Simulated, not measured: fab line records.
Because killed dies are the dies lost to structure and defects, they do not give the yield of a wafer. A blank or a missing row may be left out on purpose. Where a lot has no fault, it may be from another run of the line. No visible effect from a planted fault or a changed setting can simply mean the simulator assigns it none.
Matching of chambers | flow nand harc | NHARC_P_ZERO_WELL_DESCUM_26 on rie diel-04: 4 sister chambers
The step chemistry O2, time 3 s. 14 wafers are shown with their chamber, then 7 later ones without.

## WAFERS WITH THEIR CHAMBER
wafer  | chamber | showerhead plenum p Torr (Torr) | drypump motor current A (A) | oes product au (a.u.)
L545.1 | 3       | 1.84                            | 5.6                         | 1.008
L545.2 | 2       | 1.85                            | 6.7                         | 0.999
L545.5 | 1       | 1.93                            | 5.9                         | 1.008
L547.3 | 2       | 1.85                            | 6.6                         | 0.996
L547.5 | 2       | 1.85                            | 6.6                         | 0.992
L547.6 | 3       | 1.84                            | 5.6                         | 1.009
L549.2 | 2       | 1.85                            | 6.6                         | 0.996
L549.3 | 3       | 1.84                            | 5.6                         | 1.005
L549.5 | 0       | 1.95                            | 6.5                         | 0.998
L551.2 | 1       | 1.93                            | 5.8                         | 1.016
L551.4 | 3       | 1.84                            | 5.6                         | 1.019
L551.6 | 1       | 1.93                            | 5.8                         | 1.015
L554.3 | 2       | 1.84                            | 6.7                         | 1.000
L554.4 | 3       | 1.83                            | 5.6                         | 1.009

SIGNATURES, as means of the wafers listed above
reading                  | chamber 0 | chamber 1 | chamber 2 | chamber 3 | scatter within a chamber
showerhead plenum p Torr | 1.9500    | 1.9300    | 1.8480    | 1.8380    | 0.004
drypump motor current A  | 6.500     | 5.833     | 6.640     | 5.600     | 0.0432
oes product au           | 0.99800   | 1.01300   | 0.99660   | 1.01000   | 0.00435
Rule: distance of a wafer from a chamber = root of the sum over the readings of ((wafer's reading minus chamber's mean) / reading's scatter) squared. The wafer belongs to the nearest chamber; if the next one is less than 2 further off, it can't be placed. The scatter is the square root of a quotient: the sum, over the shown wafers, of each reading's squared deviation from its chamber's mean, divided by wafers minus chambers.

## WAFERS WHOSE CHAMBER IS MISSING
wafer  | showerhead plenum p Torr (Torr) | drypump motor current A (A) | oes product au (a.u.)
L554.5 | 1.95                            | 6.4                         | 1.000
L565.1 | 1.91                            | 5.8                         | 1.001
L565.2 | 1.94                            | 6.5                         | 0.993
L565.5 | 1.94                            | 6.5                         | 0.997
L566.1 | 1.82                            | 5.6                         | 0.997
L566.2 | 1.91                            | 5.8                         | 0.991
L566.5 | 1.91                            | 5.8                         | 1.001

## WHICH CHAMBER EACH WENT THROUGH
wafer  | from the rows above | in truth
L554.5 | 0                   | 0
L565.1 | 1                   | 1
L565.2 | 0                   | 0
L565.5 | 0                   | 0
L566.1 | 3                   | 3
L566.2 | 1                   | 1
L566.5 | 1                   | 1
Correctly placed: 7 of 7. From these rows, 0 cannot be placed. Wrongly placed: 0.
